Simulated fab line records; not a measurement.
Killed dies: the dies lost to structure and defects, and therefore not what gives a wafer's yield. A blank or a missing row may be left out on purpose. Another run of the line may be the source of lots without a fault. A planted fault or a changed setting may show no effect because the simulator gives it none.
Matching of chambers | flow nand harc | rie diel-13 running NHARC_P_GATE_DESCUM_48: 4 sister chambers
The step chemistry O2, time 3 s. 4 wafers are shown with their chamber, then 11 later ones without.

== WAFERS, EACH WITH ITS CHAMBER ==
wafer  | chamber | showerhead plenum p Torr (Torr)
L089.4 | 2       | 2.00
L090.3 | 3       | 1.84
L090.6 | 0       | 1.91
L091.1 | 1       | 2.02

== WAFERS WHOSE CHAMBER IS MISSING ==
wafer  | showerhead plenum p Torr (Torr)
L091.3 | 1.91
L091.4 | 1.84
L092.1 | 2.00
L092.5 | 2.00
L092.6 | 1.85
L093.1 | 2.00
L093.3 | 1.91
L093.5 | 1.91
L096.3 | 2.00
L096.4 | 2.01
L096.5 | 2.00

== WHICH CHAMBER EACH ONE RAN IN ==
wafer  | from the rows above     | in truth
L091.3 | 0                       | 0
L091.4 | 3                       | 3
L092.1 | 2                       | 2
L092.5 | 2                       | 2
L092.6 | 3                       | 3
L093.1 | 2                       | 2
L093.3 | 0                       | 0
L093.5 | 0                       | 0
L096.3 | 2                       | 2
L096.4 | can't be placed: 2 or 1 | 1
L096.5 | 2                       | 2
Placed correctly: 10 of 11. Not placeable from these rows: 1 (in 1, the candidates include the true chamber). Placed wrongly: 0.
How it was worked out, from the rows above alone: a wafer's distance from a chamber is the root of the sum, over the readings, of the square of ((its reading less the chamber's mean) divided by the reading's scatter). If the next closest chamber is less than 2 further off than the closest, the wafer can't be placed; otherwise it belongs to the closest. For every chamber, the mean is computed from those of its wafers that are shown. The scatter: root of mean squared gap, hidden wafer to nearest shown wafer, with one shown wafer a chamber.
